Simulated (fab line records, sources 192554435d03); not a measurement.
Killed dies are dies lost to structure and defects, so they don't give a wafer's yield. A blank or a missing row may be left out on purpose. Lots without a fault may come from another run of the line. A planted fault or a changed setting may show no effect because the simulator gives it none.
Which tool did it? | flow n5_finfet | 10 lots, 30 wafers sampled, at 5 steps of a route of 1938

WHAT THE GAUGES READ, wafer by wafer
N5_BEOL_M4_RC_MEAS_101.
lot  | measured     | on        | DIBL_N (mV/V)
L482 | day 7 15:28  | prober-01 | 35.4 35.3 34.9
L483 | day 8 11:33  | prober-02 | 33.6 36.4 35.8
L487 | day 8 14:51  | prober-02 | 37.3 33.8 35.5
L489 | day 9 06:10  | prober-02 | 33.1 34.9 33.9
L490 | day 9 15:35  | prober-02 | 37.4 35.1 32.3
L496 | day 11 13:41 | prober-01 | 35.8 39.6 36.3
L498 | day 11 18:43 | prober-02 | 38.3 37.4 39.3
L499 | day 12 00:10 | prober-02 | 37.3 35.6 35.4
L503 | day 13 03:38 | prober-02 | 40.0 38.2 37.6
L505 | day 13 10:06 | prober-01 | 33.2 36.3 36.8

WHICH TOOL RAN EACH LOT (tool, then ch and the chambers of the sampled wafers, then the start)
lot  | N5_BEOL_M2_ANNEAL_93         | N5_BEOL_M3_STRIP_66                | N5_BEOL_M3_EXPOSE_25              | N5_BEOL_M3_ALD_98
L482 | pvd_sputter-02, day 6 21:20  | rie_diel-04 ch 1,3, day 6 23:56    | euv_scanner-01 ch 0, day 7 00:20  | ald_sin-04 ch 0,1,2, day 7 00:45
L483 | pvd_sputter-02, day 7 09:49  | rie_diel-02 ch 0,1, day 7 12:23    | euv_scanner-01 ch 0, day 7 12:49  | ald_sin-04 ch 1,2,3, day 7 13:42
L487 | pvd_sputter-02, day 7 19:28  | rie_diel-05 ch 1,2,3, day 7 23:40  | euv_scanner-01 ch 0, day 8 00:20  | ald_sin-01 ch 1,2, day 8 00:44
L489 | pvd_sputter-01, day 8 08:13  | rie_diel-02 ch 0,1,2, day 8 11:12  | euv_scanner-02 ch 0, day 8 11:44  | ald_sin-04 ch 0,3, day 8 12:39
L490 | pvd_sputter-01, day 8 17:55  | rie_diel-02 ch 0,1, day 8 21:58    | euv_scanner-01 ch 0, day 8 22:41  | ald_sin-03 ch 1,3, day 8 23:23
L496 | pvd_sputter-03, day 10 12:55 | rie_diel-02 ch 0,1,3, day 10 17:19 | euv_scanner-02 ch 0, day 10 17:43 | ald_sin-01 ch 0,1, day 10 18:19
L498 | pvd_sputter-01, day 10 20:59 | rie_diel-04 ch 1,2,3, day 11 00:47 | euv_scanner-02 ch 0, day 11 01:19 | ald_sin-04 ch 0,1, day 11 01:43
L499 | pvd_sputter-01, day 11 06:04 | rie_diel-05 ch 1,3, day 11 08:49   | euv_scanner-02 ch 0, day 11 09:13 | ald_sin-01 ch 0,3, day 11 09:40
L503 | pvd_sputter-02, day 11 21:56 | rie_diel-05 ch 1,2, day 12 02:01   | euv_scanner-02 ch 0, day 12 02:32 | ald_sin-04 ch 0,1,3, day 12 03:20
L505 | pvd_sputter-03, day 12 11:52 | rie_diel-05 ch 0,2,3, day 12 15:30 | euv_scanner-02 ch 0, day 12 16:03 | ald_sin-01 ch 0,1, day 12 16:31
- N5_BEOL_M2_ANNEAL_93: time 240 s.
- N5_BEOL_M3_STRIP_66: strips in CF4.
- N5_BEOL_M3_EXPOSE_25: exposes mask V2, defocus 5 nm.
- N5_BEOL_M3_ALD_98: deposits SiO2, target thk 2.5 nm, pulse time 1 s, co reactant pulse time 1 s.

THE ANSWER, worked out from the rows above alone
Rule: what is usual is taken from the lots themselves. Put in order of their means at a reading, lots are off if they are a third of the lots or fewer, leave a main group of 4 or more, and stand apart from it by a gap of 3 or more times the standard deviation of the main group's means; of several such gaps the widest counts. A main group whose means are all the same, to the digits that the tables above print for the reading, isn't used. A lot without any number at a reading at which 4 lots or more have one is off too. The other lots that the step has rows for count as sound.
No lot is off at any reading shown: from this, nothing can be told.

WHAT THE SIMULATOR HAD PUT IN
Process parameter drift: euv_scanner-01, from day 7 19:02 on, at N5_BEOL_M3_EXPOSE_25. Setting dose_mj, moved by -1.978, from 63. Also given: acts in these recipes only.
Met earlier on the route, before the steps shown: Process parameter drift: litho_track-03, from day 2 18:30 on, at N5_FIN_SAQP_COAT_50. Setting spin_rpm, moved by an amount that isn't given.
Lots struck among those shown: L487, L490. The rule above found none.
